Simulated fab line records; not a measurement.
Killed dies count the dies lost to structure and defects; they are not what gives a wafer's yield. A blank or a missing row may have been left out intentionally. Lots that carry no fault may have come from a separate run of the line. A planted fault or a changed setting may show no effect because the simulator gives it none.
Which tool is to blame? + flow n5-finfet + 14 lots, 42 wafers sampled, at 2 steps of a route of 1938

WHAT EACH GAUGE READ, for each wafer
N5_BEOL_M7_THK_MEAS_01.
| lot  | measured     | on            | M7_ILD_THK (nm)   |
|------|--------------|---------------|-------------------|
| L543 | day 9 01:33  | film-metro-02 | 155.9 157.4 157.0 |
| L544 | day 9 07:53  | film-metro-02 | 155.4 154.6 156.2 |
| L546 | day 9 13:57  | film-metro-01 | 151.2 154.4 152.9 |
| L547 | day 9 23:40  | film-metro-02 | 152.4 155.6 157.0 |
| L548 | day 10 08:30 | film-metro-01 | 152.6 155.8 157.3 |
| L550 | day 11 00:26 | film-metro-01 | 151.3 152.8 154.6 |
| L549 | day 11 02:10 | film-metro-01 | 154.1 154.5 159.1 |
| L551 | day 11 07:20 | film-metro-01 | 155.4 157.1 159.2 |
| L552 | day 11 11:33 | film-metro-02 | 151.9 156.7 152.7 |
| L554 | day 11 23:48 | film-metro-02 | 156.3 156.6 159.9 |
| L555 | day 12 06:18 | film-metro-01 | 155.1 157.8 155.3 |
| L562 | day 15 04:37 | film-metro-02 | 155.5 156.4 157.0 |
| L565 | day 15 07:59 | film-metro-01 | 154.0 152.1 157.3 |
| L566 | day 16 05:46 | film-metro-02 | 153.0 156.0 156.6 |

TOOL THAT RAN EACH LOT (tool first, then ch and the chambers of the sampled wafers, then the start)
| lot  | N5_BEOL_M7_ILD_DEP_00           |
|------|---------------------------------|
| L543 | pecvd-04 ch 1,2, day 9 00:57    |
| L544 | pecvd-04 ch 1,2, day 9 07:17    |
| L546 | pecvd-01 ch 0,1, day 9 13:21    |
| L547 | pecvd-02 ch 0,1, day 9 23:05    |
| L548 | pecvd-04 ch 1,2, day 10 07:55   |
| L550 | pecvd-01 ch 1,2, day 10 23:51   |
| L549 | pecvd-04 ch 0,2, day 11 01:07   |
| L551 | pecvd-04 ch 0,1,2, day 11 05:19 |
| L552 | pecvd-02 ch 0,1, day 11 09:32   |
| L554 | pecvd-04 ch 0,1,2, day 11 21:47 |
| L555 | pecvd-04 ch 0,1,2, day 12 05:20 |
| L562 | pecvd-04 ch 0,1, day 15 04:02   |
| L565 | pecvd-04 ch 0,1,2, day 15 07:24 |
| L566 | pecvd-02 ch 1,2, day 16 04:56   |
- N5_BEOL_M7_ILD_DEP_00: deposits SiCOH lowk from DEMS/porogen, target thk 179.75 nm, time 33.4 s.

WHAT THE TOOLS THEMSELVES READ (means of the sampled wafers that have a number; where no wafer has one, the mark that the record gives instead)
N5_BEOL_M7_ILD_DEP_00.
| lot  | tool     | heater-power-w (W) | showerhead-plenum-p-Torr (Torr) | throttle-valve-pct (%) |
|------|----------|--------------------|---------------------------------|------------------------|
| L543 | pecvd-04 | 311                | 5.734                           | 13.7                   |
| L544 | pecvd-04 | 315                | 5.726                           | 13.7                   |
| L546 | pecvd-01 | 332                | 5.754                           | 14.0                   |
| L547 | pecvd-02 | 355                | 5.745                           | 14.3                   |
| L548 | pecvd-04 | 342                | 5.725                           | 13.3                   |
| L550 | pecvd-01 | 316                | 5.737                           | 12.7                   |
| L549 | pecvd-04 | 344                | 5.726                           | 15.8                   |
| L551 | pecvd-04 | 304                | 5.728                           | 14.6                   |
| L552 | pecvd-02 | 318                | 5.745                           | 14.3                   |
| L554 | pecvd-04 | 306                | 5.726                           | 14.7                   |
| L555 | pecvd-04 | 343                | 5.728                           | 14.8                   |
| L562 | pecvd-04 | 311                | 5.741                           | 15.1                   |
| L565 | pecvd-04 | 325                | 5.738                           | 14.9                   |
| L566 | pecvd-02 | 335                | 5.753                           | 14.1                   |

THE ANSWER, worked out from the rows above alone
Rule: usual is defined by the lots themselves. Put in order of their means at a reading, lots are off if they are a third of the lots or fewer, leave a main group of 4 or more, and stand apart from it by a gap of 3 or more times the standard deviation of the main group's means; of several such gaps the widest counts. If all means in a main group match to the digits the tables above print for the reading, that group is not used. Also off: a lot with no number at a reading for which 4 or more lots have one. The other lots that the step has rows for count as sound. The gauges are gone through in route order, then the tools' own readings, and for those a lot's mean is taken as printed above. At the first step where some lot is off, the reading lying furthest off is the one used; lots without a number count as furthest.
No lot is off at any reading shown: from this, nothing can be told.

WHAT WAS PUT IN BY THE SIMULATOR
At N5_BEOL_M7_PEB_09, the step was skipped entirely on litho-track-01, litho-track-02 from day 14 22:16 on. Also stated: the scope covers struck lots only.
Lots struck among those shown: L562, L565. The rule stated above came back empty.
